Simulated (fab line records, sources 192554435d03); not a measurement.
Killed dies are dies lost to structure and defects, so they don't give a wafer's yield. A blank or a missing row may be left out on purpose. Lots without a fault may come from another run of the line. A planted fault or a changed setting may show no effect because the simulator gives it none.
Which tool did it? | flow n5_finfet | 9 lots, 26 wafers sampled, at 6 steps of a route of 1938

WHAT THE GAUGES READ, wafer by wafer
N5_SD_ACTIVATION_RS_MEAS_03: measures by four-point-probe. Usual: RS_SD_N 21.81 ohm/sq, standard deviation 0.3; RS_SD_P 56.2 ohm/sq, standard deviation 0.84.
lot  | measured    | on            | RS_SD_N (ohm/sq)  | RS_SD_P (ohm/sq) | flag
L364 | day 3 18:41 | film_metro-01 | 21.86 21.70 21.57 | 57.1 56.9 56.5   |
L370 | day 5 05:07 | film_metro-01 | 21.64 21.38 21.91 | 54.9 55.1 54.8   |
L372 | day 5 17:44 | film_metro-01 | 22.16 22.11 21.90 | 55.7 55.6 56.7   |
L374 | day 6 06:16 | film_metro-01 | 22.35 22.19 22.27 | 55.4 56.0 55.5   |
L379 | day 7 10:53 | film_metro-02 | 21.71 21.47 21.75 | 55.7 55.3 56.4   |
L382 | day 8 05:19 | film_metro-01 | 20.63 20.81 20.15 | 56.4 56.5 56.3   | OFF
L383 | day 8 13:31 | film_metro-02 | 20.36 20.65 20.27 | 56.7 55.9 56.1   | OFF
L385 | day 9 00:52 | film_metro-02 | 21.85 21.81 21.68 | 56.1 55.1 54.3   |
L386 | day 9 09:59 | film_metro-01 | 22.04 22.16       | 57.2 57.2        |

N5_BEOL_M4_RC_MEAS_101. Usual: DIBL_N 35.8 mV/V, standard deviation 1.6; DIBL_P 35.6 mV/V, standard deviation 2; IOFF_N 0.15 nA/um, standard deviation 0.031; IOFF_P 0.20 nA/um, standard deviation 0.033; ION_N 668 uA/um, standard deviation 12; ION_P 459 uA/um, standard deviation 6.8; RC_DENSE_N 19.1 ohm.um, standard deviation 0.46; RC_N 15.5 ohm.um, standard deviation 0.36; REXT_N 74.8 ohm.um, standard deviation 1.8; RS_SD_N 28.3 ohm/sq, standard deviation 0.36; SS_N 71.4 mV/dec, standard deviation 0.53; SS_P 73.1 mV/dec, standard deviation 0.63; VT_N 250 mV, standard deviation 3.5; VT_P -251 mV, standard deviation 3.
lot  | measured     | on        | DIBL_N (mV/V)  | DIBL_P (mV/V)  | IOFF_N (nA/um) | IOFF_P (nA/um) | ION_N (uA/um) | ION_P (uA/um) | RC_DENSE_N (ohm.um) | RC_N (ohm.um)  | REXT_N (ohm.um) | RS_SD_N (ohm/sq) | SS_N (mV/dec)  | SS_P (mV/dec)  | VT_N (mV)   | VT_P (mV)      | flag
L364 | day 13 18:17 | prober-01 | 34.5 35.5 36.9 | 34.8 36.2 37.5 | 0.12 0.15 0.17 | 0.19 0.21 0.24 | 645 676 672   | 443 459 464   | 19.4 19.7 19.5      | 15.9 16.1 15.9 | 78.5 79.1 79.1  | 28.5 28.7 28.0   | 70.6 71.5 71.9 | 73.0 72.9 73.6 | 255 250 248 | -254 -250 -250 |
L370 | day 17 03:42 | prober-01 | 34.6 34.2 33.9 | 34.7 34.0 34.0 | 0.12 0.12 0.12 | 0.17 0.17 0.17 | 643 657 644   | 449 455 451   | 18.8 19.1 18.4      | 15.3 15.5 15.0 | 73.5 72.8 73.1  | 28.1 27.7 28.2   | 70.8 70.2 70.4 | 71.9 72.0 72.1 | 258 255 256 | -252 -253 -254 |
L372 | day 16 22:43 | prober-01 | 37.1 35.8 35.5 | 38.1 36.3 35.6 | 0.20 0.17 0.17 | 0.23 0.20 0.20 | 702 675 696   | 472 455 467   | 18.2 18.1 18.2      | 14.8 14.8 14.7 | 74.5 75.0 75.4  | 28.5 28.6 28.4   | 72.0 71.6 71.9 | 73.9 74.0 73.4 | 244 249 246 | -247 -250 -251 |
L374 | day 17 07:19 | prober-02 | 38.4 34.9 36.7 | 39.6 35.3 38.1 | 0.24 0.15 0.19 | 0.29 0.21 0.26 | 691 673 673   | 467 465 469   | 18.9 18.8 18.2      | 15.3 15.1 15.0 | 76.3 77.1 77.0  | 28.7 28.7 28.6   | 72.4 71.5 71.7 | 74.2 73.4 73.8 | 244 251 248 | -246 -251 -247 |
L379 | day 17 20:31 | prober-01 | 37.5 35.6 36.9 | 37.2 34.8 36.1 | 0.17 0.14 0.16 | 0.22 0.19 0.21 | 679 659 680   | 461 454 462   | 18.6 18.8 19.2      | 15.0 15.4 15.6 | 72.8 72.9 72.4  | 28.2 28.0 28.3   | 71.5 71.2 71.5 | 73.1 73.4 73.6 | 246 251 249 | -253 -250 -251 |
L382 | day 19 02:34 | prober-01 | 36.8 40.0 35.5 | 35.3 38.7 33.4 | 0.18 0.26 0.15 | 0.20 0.26 0.17 | 686 703 690   | 455 470 462   | 17.7 16.8 17.2      | 14.5 13.6 14.0 | 69.1 67.6 67.2  | 26.9 26.4 26.0   | 71.7 71.9 71.1 | 72.8 73.5 72.6 | 249 242 248 | -250 -245 -253 | OFF
L383 | day 20 04:14 | prober-01 | 39.9 39.6 36.7 | 37.8 36.4 33.0 | 0.21 0.20 0.14 | 0.23 0.20 0.16 | 686 676 680   | 455 456 457   | 17.3 17.4 17.7      | 14.3 14.2 14.3 | 67.8 67.9 67.1  | 26.5 26.8 26.1   | 72.5 72.7 71.4 | 73.5 74.3 72.4 | 245 244 251 | -248 -253 -254 | OFF
L385 | day 20 05:26 | prober-02 | 35.9 35.6 33.5 | 35.3 34.6 32.1 | 0.15 0.13 0.10 | 0.19 0.19 0.15 | 686 659 648   | 472 458 450   | 18.1 19.3 18.1      | 14.9 15.5 14.7 | 74.4 75.7 74.6  | 28.4 28.5 28.0   | 71.0 71.7 71.4 | 72.7 72.8 72.0 | 247 251 256 | -250 -251 -255 |
L386 | day 20 12:02 | prober-01 | 38.3 38.3      | 39.7 39.2      | 0.23 0.22      | 0.28 0.27      | 708 685       | 480 465       | 19.1 19.1           | 15.5 15.8      | 74.2 74.0       | 28.4 28.5        | 71.9 71.4      | 73.8 74.4      | 243 244     | -245 -244      |

WHICH TOOL RAN EACH LOT (tool, then ch and the chambers of the sampled wafers, then the start)
lot  | N5_SD_EPI_N_EPI_21             | N5_SD_EPI_P_DESCUM_14             | N5_SD_EPI_P_SD_RECESS_17        | N5_ILD0_CMP_07
L364 | epi_rpcvd-03 ch 0, day 3 11:15 | rie_diel-04 ch 0,2,3, day 3 14:28 | rie_si-02 ch 0,3, day 3 15:09   | cmp-02 ch 0,2, day 3 21:46
L370 | epi_rpcvd-02 ch 0, day 4 22:02 | rie_diel-04 ch 2,3, day 5 00:56   | rie_si-01 ch 1,2, day 5 01:37   | cmp-04 ch 2,3, day 5 08:09
L372 | epi_rpcvd-02 ch 0, day 5 10:27 | rie_diel-01 ch 1,2,3, day 5 13:13 | rie_si-04 ch 0,1,3, day 5 13:55 | cmp-03 ch 0,2,3, day 5 20:46
L374 | epi_rpcvd-01 ch 0, day 5 23:21 | rie_diel-01 ch 0,3, day 6 02:07   | rie_si-01 ch 0,1,3, day 6 02:48 | cmp-03 ch 1,2,3, day 6 09:19
L379 | epi_rpcvd-02 ch 0, day 7 03:13 | rie_diel-01 ch 0,2, day 7 06:41   | rie_si-02 ch 0,3, day 7 07:22   | cmp-04 ch 0,2,3, day 7 14:28
L382 | epi_rpcvd-02 ch 0, day 7 22:38 | rie_diel-01 ch 1,2,3, day 8 01:08 | rie_si-04 ch 0,1,2, day 8 01:49 | cmp-02 ch 1,2,3, day 8 08:52
L383 | epi_rpcvd-02 ch 0, day 8 07:07 | rie_diel-01 ch 0,2,3, day 8 09:19 | rie_si-04 ch 1,2,3, day 8 10:00 | cmp-02 ch 1,2, day 8 16:32
L385 | epi_rpcvd-01 ch 0, day 8 17:28 | rie_diel-04 ch 0,1,3, day 8 20:41 | rie_si-02 ch 0,2, day 8 21:22   | cmp-04 ch 0,2, day 9 05:01
L386 | epi_rpcvd-03 ch 0, day 9 01:37 | rie_diel-04 ch 1,2, day 9 04:58   | rie_si-04 ch 0,3, day 9 05:40   | cmp-04 ch 1,2, day 9 13:16
- N5_SD_EPI_N_EPI_21: deposits Si:P, time 690 s.
- N5_SD_EPI_P_DESCUM_14: chemistry O2, time 7.9 s.
- N5_SD_EPI_P_SD_RECESS_17: chemistry HBr/Cl2/O2, target depth 39.1 nm, bt time 3 s.
- N5_ILD0_CMP_07: polishes SiO2 flowable, stops on poly-Si, t overpolish 1.18 s, target thk 138.88 nm.

WHAT THE TOOLS THEMSELVES READ (means of the sampled wafers that have a number; where no wafer has one, the mark that the record gives instead)
N5_SD_EPI_P_DESCUM_14. Usual: drypump_motor_current_A 5.6 A, standard deviation 0.39; oes_product_au 0.78 a.u., standard deviation 0.08; rf_vpp_V 243.4 V, standard deviation 1; showerhead_plenum_p_Torr 2.10 Torr, standard deviation 0.054; throttle_valve_pct 20.26 %, standard deviation 0.25.
lot  | tool        | drypump_motor_current_A (A) | oes_product_au (a.u.) | rf_vpp_V (V) | showerhead_plenum_p_Torr (Torr) | throttle_valve_pct (%) | flag
L364 | rie_diel-04 | 5.4                         | 0.83                  | 243.8        | 2.16                            | 20.17                  |
L370 | rie_diel-04 | 5.6                         | 0.76                  | 243.3        | 2.10                            | 20.03                  |
L372 | rie_diel-01 | 6.0                         | 0.73                  | 243.8        | 2.13                            | 20.35                  |
L374 | rie_diel-01 | 5.8                         | 0.71                  | 243.7        | 2.10                            | 20.27                  |
L379 | rie_diel-01 | 5.4                         | 0.82                  | 242.7        | 2.06                            | 20.09                  |
L382 | rie_diel-01 | 6.0                         | 0.90                  | 243.9        | 2.12                            | 20.14                  |
L383 | rie_diel-01 | 5.8                         | 0.89                  | 243.6        | 2.09                            | 20.12                  |
L385 | rie_diel-04 | 5.5                         | 0.78                  | 243.9        | 2.13                            | 20.41                  |
L386 | rie_diel-04 | 5.2                         | 0.72                  | 243.4        | 2.12                            | 20.54                  |

N5_SD_EPI_P_SD_RECESS_17. Usual: drypump_motor_current_A 5.6 A, standard deviation 0.42; mfc_cl2_sccm 80.00 sccm, standard deviation 0.26; oes_product_au 1.004 a.u., standard deviation 0.014; throttle_valve_pct 37.16 %, standard deviation 0.26.
lot  | tool      | drypump_motor_current_A (A) | mfc_cl2_sccm (sccm) | oes_product_au (a.u.) | throttle_valve_pct (%) | flag
L364 | rie_si-02 | 5.7                         | 79.72               | 1.003                 | 37.13                  |
L370 | rie_si-01 | 5.4                         | 80.05               | 1.011                 | 37.10                  |
L372 | rie_si-04 | 5.8                         | 79.64               | 1.016                 | 36.99                  |
L374 | rie_si-01 | 5.4                         | 80.27               | 0.998                 | 37.17                  |
L379 | rie_si-02 | 5.6                         | 79.74               | 0.995                 | 37.12                  |
L382 | rie_si-04 | 5.5                         | 79.98               | 1.004                 | 37.10                  |
L383 | rie_si-04 | 5.8                         | 79.95               | 1.006                 | 37.09                  |
L385 | rie_si-02 | 5.8                         | 79.99               | 1.010                 | 37.12                  |
L386 | rie_si-04 | 6.2                         | 79.88               | 1.006                 | 36.88                  |

N5_ILD0_CMP_07. Usual: motor_current_A 11.6 A, standard deviation 1.2.
lot  | tool   | motor_current_A (A) | flag
L364 | cmp-02 | 9.9                 |
L370 | cmp-04 | 11.7                |
L372 | cmp-03 | 11.9                |
L374 | cmp-03 | 12.6                |
L379 | cmp-04 | 12.3                |
L382 | cmp-02 | 10.8                |
L383 | cmp-02 | 9.9                 |
L385 | cmp-04 | 12.2                |
L386 | cmp-04 | 11.4                |

THE ANSWER, worked out from the rows above alone
Rule: a lot is off if the mean of its wafers that have a number lies more than 3 standard deviations from the usual mean. A lot without any number at a reading at which 4 lots or more have one is off too. The other lots that the step has rows for count as sound. The gauges are gone through in route order, then the tools' own readings, and for those a lot's mean is taken as printed above. The first step at which some lot is off is used, and at that step the reading that is off furthest; a lot without a number counts as furthest.
Off: L382, L383, at N5_SD_ACTIVATION_RS_MEAS_03 (RS_SD_N).
A tool fits if, at a process step before that reading, it ran every lot that is off, and no sound lot after the first of them. The gauges at N5_SD_ACTIVATION_RS_MEAS_03 aren't tried: what is off there is off at N5_BEOL_M4_RC_MEAS_101 too, on other tools, and a gauge's error can't cause that. Can't be told from this: 2 tools fit, epi_rpcvd-02 at N5_SD_EPI_N_EPI_21, rie_diel-01 at N5_SD_EPI_P_DESCUM_14.

WHAT THE SIMULATOR HAD PUT IN
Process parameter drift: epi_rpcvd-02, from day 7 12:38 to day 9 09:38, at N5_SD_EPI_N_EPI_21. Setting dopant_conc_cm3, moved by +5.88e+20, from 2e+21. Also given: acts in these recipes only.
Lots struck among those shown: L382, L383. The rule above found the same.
